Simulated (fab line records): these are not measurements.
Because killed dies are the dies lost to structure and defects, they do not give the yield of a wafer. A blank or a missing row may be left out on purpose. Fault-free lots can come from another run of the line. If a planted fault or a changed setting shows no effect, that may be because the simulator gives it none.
Chamber matching | flow n5 finfet | 4 sister chambers for N5_MOL_CONTACT_COAG_DESCUM_45 on rie diel-01
The step chemistry O2, time 7 s. 20 wafers are shown with their chamber, then 10 later ones without.

WAFERS, EACH WITH ITS CHAMBER
wafer  | chamber | drypump motor current A (A) | showerhead plenum p Torr (Torr) | throttle valve pct (%)
L074.2 | 1       | 5.1                         | 2.18                            | 20.52
L074.3 | 0       | 5.8                         | 2.11                            | 20.36
L074.4 | 2       | 4.8                         | 2.02                            | 20.58
L075.2 | 1       | 5.0                         | 2.18                            | 20.52
L075.4 | 2       | 4.8                         | 2.02                            | 20.57
L075.5 | 1       | 5.1                         | 2.18                            | 20.53
L082.1 | 0       | 5.8                         | 2.11                            | 20.39
L082.2 | 2       | 4.8                         | 2.01                            | 20.61
L082.6 | 3       | 6.1                         | 2.20                            | 20.07
L084.1 | 1       | 5.1                         | 2.18                            | 20.56
L084.3 | 0       | 5.8                         | 2.11                            | 20.39
L084.6 | 0       | 5.8                         | 2.11                            | 20.36
L085.2 | 2       | 4.8                         | 2.01                            | 20.62
L085.3 | 3       | 6.1                         | 2.20                            | 20.08
L085.6 | 2       | 4.8                         | 2.01                            | 20.59
L086.2 | 1       | 5.1                         | 2.17                            | 20.56
L086.3 | 3       | 6.1                         | 2.20                            | 20.09
L086.4 | 0       | 5.8                         | 2.10                            | 20.40
L088.1 | 2       | 4.8                         | 2.01                            | 20.62
L088.2 | 1       | 5.1                         | 2.17                            | 20.57

SIGNATURES, as means of the wafers listed above
reading                  | chamber 0 | chamber 1 | chamber 2 | chamber 3 | scatter within a chamber
drypump motor current A  | 5.800     | 5.083     | 4.800     | 6.100     | 0.0228
showerhead plenum p Torr | 2.1080    | 2.1767    | 2.0133    | 2.2000    | 0.00465
throttle valve pct       | 20.3800   | 20.5433   | 20.5983   | 20.0800   | 0.02
Rule: a wafer lies at a distance from a chamber equal to the root of the sum of squares, over the readings, of (its reading less the chamber's mean, divided by the reading's scatter). The wafer belongs to the nearest chamber; if the next one is less than 2 further off, it can't be placed. The scatter: the root of (the sum of the squares of (reading less its chamber's mean) over the shown wafers, divided by (wafers less chambers)).

WAFERS WITHOUT THEIR CHAMBER
wafer  | drypump motor current A (A) | showerhead plenum p Torr (Torr) | throttle valve pct (%)
L088.5 | 4.8                         | 2.01                            | 20.62
L093.2 | 5.8                         | 2.10                            | 20.42
L093.4 | 5.8                         | 2.10                            | 20.42
L093.6 | 4.8                         | 2.00                            | 20.64
L096.1 | 4.8                         | 2.00                            | 20.64
L096.2 | 6.2                         | 2.20                            | 20.11
L096.3 | 5.8                         | 2.10                            | 20.44
L097.1 | 4.8                         | 2.00                            | 20.66
L097.4 | 5.8                         | 2.09                            | 20.43
L097.5 | 6.2                         | 2.20                            | 20.10

WHICH CHAMBER EACH WENT THROUGH
wafer  | from the rows above | in truth
L088.5 | 2                   | 2
L093.2 | 0                   | 0
L093.4 | 0                   | 0
L093.6 | 2                   | 2
L096.1 | 2                   | 2
L096.2 | 3                   | 3
L096.3 | 0                   | 0
L097.1 | 2                   | 2
L097.4 | 0                   | 0
L097.5 | 3                   | 3
Placed correctly: 10 of 10. Left unplaced by these rows: 0. Number placed wrongly: 0.
